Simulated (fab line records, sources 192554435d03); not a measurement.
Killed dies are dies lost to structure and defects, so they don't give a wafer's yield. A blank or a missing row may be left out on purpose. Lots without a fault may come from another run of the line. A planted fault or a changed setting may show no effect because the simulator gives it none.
Chamber matching | flow n5_finfet | N5_BEOL_M1_ETCH_77 on rie_diel-03: 4 sister chambers
The step etches underlayer in N2/H2, target depth 6.5 nm, time 5.2 s. 36 wafers are shown with their chamber, then 12 later ones without.

WAFERS WITH THEIR CHAMBER
wafer  | chamber | showerhead_plenum_p_Torr (Torr) | throttle_valve_pct (%) | drypump_motor_current_A (A)
L074.1 | 2       | 2.44                            | 18.08                  | 5.5
L074.2 | 1       | 2.53                            | 17.99                  | 5.8
L074.3 | 3       | 2.64                            | 17.85                  | 5.2
L074.4 | 0       | 2.67                            | 18.14                  | 5.7
L074.5 | 1       | 2.53                            | 17.97                  | 5.8
L074.6 | 0       | 2.67                            | 18.10                  | 5.6
L075.3 | 0       | 2.67                            | 18.14                  | 5.6
L075.4 | 3       | 2.64                            | 17.83                  | 5.2
L075.6 | 1       | 2.53                            | 17.96                  | 5.8
L076.1 | 3       | 2.63                            | 17.84                  | 5.3
L076.2 | 0       | 2.67                            | 18.15                  | 5.7
L076.3 | 2       | 2.43                            | 18.08                  | 5.5
L076.4 | 1       | 2.53                            | 17.99                  | 5.7
L076.5 | 2       | 2.43                            | 18.11                  | 5.5
L076.6 | 3       | 2.63                            | 17.86                  | 5.3
L077.2 | 2       | 2.43                            | 18.08                  | 5.5
L077.5 | 3       | 2.63                            | 17.84                  | 5.2
L077.6 | 0       | 2.67                            | 18.16                  | 5.6
L079.1 | 0       | 2.67                            | 18.14                  | 5.6
L079.3 | 2       | 2.43                            | 18.09                  | 5.5
L079.5 | 1       | 2.53                            | 17.99                  | 5.7
L080.1 | 1       | 2.53                            | 17.99                  | 5.8
L080.2 | 0       | 2.67                            | 18.17                  | 5.6
L080.4 | 3       | 2.63                            | 17.87                  | 5.2
L081.2 | 3       | 2.63                            | 17.86                  | 5.3
L081.5 | 1       | 2.52                            | 17.98                  | 5.8
L081.6 | 2       | 2.43                            | 18.11                  | 5.5
L083.3 | 2       | 2.43                            | 18.12                  | 5.5
L083.4 | 3       | 2.63                            | 17.86                  | 5.2
L083.5 | 0       | 2.67                            | 18.16                  | 5.7
L084.1 | 1       | 2.52                            | 18.01                  | 5.7
L084.2 | 3       | 2.63                            | 17.86                  | 5.3
L084.3 | 2       | 2.43                            | 18.13                  | 5.5
L084.4 | 2       | 2.43                            | 18.10                  | 5.5
L084.5 | 1       | 2.52                            | 18.00                  | 5.8
L084.6 | 3       | 2.63                            | 17.88                  | 5.3

SIGNATURES (means of the wafers above)
reading                  | chamber 0 | chamber 1 | chamber 2 | chamber 3 | scatter within a chamber
showerhead_plenum_p_Torr | 2.6700    | 2.5267    | 2.4311    | 2.6320    | 0.00375
throttle_valve_pct       | 18.1450   | 17.9867   | 18.1000   | 17.8550   | 0.0175
drypump_motor_current_A  | 5.638     | 5.767     | 5.500     | 5.250     | 0.0446
Rule: a wafer's distance from a chamber is the root of the sum, over the readings, of the square of ((its reading less the chamber's mean) divided by the reading's scatter). The wafer belongs to the nearest chamber; if the next one is less than 2 further off, it can't be placed. The scatter: the root of (the sum of the squares of (reading less its chamber's mean) over the shown wafers, divided by (wafers less chambers)).

WAFERS WITHOUT THEIR CHAMBER
wafer  | showerhead_plenum_p_Torr (Torr) | throttle_valve_pct (%) | drypump_motor_current_A (A)
L087.3 | 2.43                            | 18.09                  | 5.5
L087.4 | 2.52                            | 18.02                  | 5.8
L087.5 | 2.66                            | 18.17                  | 5.6
L088.1 | 2.52                            | 18.05                  | 5.8
L088.3 | 2.42                            | 18.13                  | 5.5
L088.5 | 2.42                            | 18.15                  | 5.5
L093.2 | 2.42                            | 18.14                  | 5.5
L093.4 | 2.62                            | 17.94                  | 5.3
L093.5 | 2.52                            | 18.05                  | 5.8
L095.2 | 2.51                            | 18.03                  | 5.8
L095.3 | 2.66                            | 18.20                  | 5.7
L095.5 | 2.62                            | 17.93                  | 5.3

WHICH CHAMBER EACH WENT THROUGH
wafer  | from the rows above | in truth
L087.3 | 2                   | 2
L087.4 | 1                   | 1
L087.5 | 0                   | 0
L088.1 | 1                   | 1
L088.3 | 2                   | 2
L088.5 | 2                   | 2
L093.2 | 2                   | 2
L093.4 | 3                   | 3
L093.5 | 1                   | 1
L095.2 | 1                   | 1
L095.3 | 0                   | 0
L095.5 | 3                   | 3
Placed correctly: 12 of 12. Can't be placed from these rows: 0. Placed wrongly: 0.
